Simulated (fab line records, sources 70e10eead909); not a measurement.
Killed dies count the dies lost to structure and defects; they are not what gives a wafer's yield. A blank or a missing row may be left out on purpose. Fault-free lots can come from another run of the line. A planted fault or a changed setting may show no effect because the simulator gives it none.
Which tool did it?	flow nand_harc	18 wafers from 6 lots sampled at 5 of the route's 1159 steps

== WHAT THE GAUGES SHOWED, per wafer ==
NHARC_END_SORT_01.
lot	measured	on	killed_at_array
L406	day 20 03:09	prober-02	12 16 26
L407	day 20 11:52	prober-02	13 9 11
L411	day 21 07:41	prober-02	16 23 28
L413	day 22 02:26	prober-02	674 675 675
L423	day 25 01:49	prober-02	44 41 54
L422	day 25 10:31	prober-01	24 30 30

== EACH LOT AND THE TOOL THAT RAN IT (in order: tool; ch and the chambers of the sampled wafers; start) ==
lot	NHARC_A_CONTACT_ETCH_114	NHARC_A_CONTACT_ETCH_116	NHARC_A_CONTACT_ETCH_117	NHARC_A_CONTACT_ETCH_122
L406	har_cap_etch-02 ch 0,1, day 16 23:01	har_cap_etch-02 ch 0,1, day 16 23:13	har_cap_etch-02 ch 0,1, day 16 23:18	har_cap_etch-02 ch 0,1, day 16 23:45
L407	har_cap_etch-01 ch 0,1, day 17 08:56	har_cap_etch-01 ch 0,1, day 17 09:07	har_cap_etch-01 ch 0,1, day 17 09:13	har_cap_etch-01 ch 0,1, day 17 09:40
L411	har_cap_etch-01 ch 0,1, day 18 14:47	har_cap_etch-01 ch 0,1, day 18 14:58	har_cap_etch-01 ch 0,1, day 18 15:04	har_cap_etch-01 ch 0,1, day 18 15:31
L413	har_cap_etch-01 ch 0,1, day 18 20:04	har_cap_etch-01 ch 0,1, day 18 20:15	har_cap_etch-01 ch 0,1, day 18 20:20	har_cap_etch-01 ch 0,1, day 18 20:47
L423	har_cap_etch-03 ch 0,1, day 21 20:35	har_cap_etch-03 ch 0,1, day 21 20:46	har_cap_etch-03 ch 0,1, day 21 20:51	har_cap_etch-03 ch 0,1, day 21 21:19
L422	har_cap_etch-01 ch 0,1, day 22 04:51	har_cap_etch-01 ch 0,1, day 22 05:02	har_cap_etch-01 ch 0,1, day 22 05:07	har_cap_etch-01 ch 0,1, day 22 05:35
- NHARC_A_CONTACT_ETCH_114: etches the open film in C4F8/O2/Ar, time 94 s, target depth 922 nm.
- NHARC_A_CONTACT_ETCH_116: etches the open film in C4F8/O2/Ar, time 94 s, target depth 922 nm.
- NHARC_A_CONTACT_ETCH_117: etches the open film in C4F8/O2/Ar, time 94 s, target depth 922 nm.
- NHARC_A_CONTACT_ETCH_122: etches the open film in C4F8/O2/Ar, time 95 s, target depth 930 nm.

== THE ANSWER, worked out from the rows above alone ==
Rule: the usual values come from the lots themselves. The widest of any qualifying gaps counts: lots, ordered by their means at a reading, are off when they make up no more than a third of the lots, leave a main group of 4 or more, and stand apart from it by 3 or more times the standard deviation of that group's means. The tables above print the reading to a certain number of digits; a main group whose means all agree to those digits is not used. A lot without any number at a reading at which 4 lots or more have one is off too. The other lots that the step has rows for count as sound.
Off: L413, at NHARC_END_SORT_01 (killed_at_array). The main group has a mean of 25 with a standard deviation of 12.
If a tool, at a process step before that reading, ran all the lots that are off and no sound lot after the first of them, it fits. Gauges at NHARC_END_SORT_01: tried the same way as those tools. Of those tried, none fits.

== WHAT HAD BEEN PUT IN BY THE SIMULATOR ==
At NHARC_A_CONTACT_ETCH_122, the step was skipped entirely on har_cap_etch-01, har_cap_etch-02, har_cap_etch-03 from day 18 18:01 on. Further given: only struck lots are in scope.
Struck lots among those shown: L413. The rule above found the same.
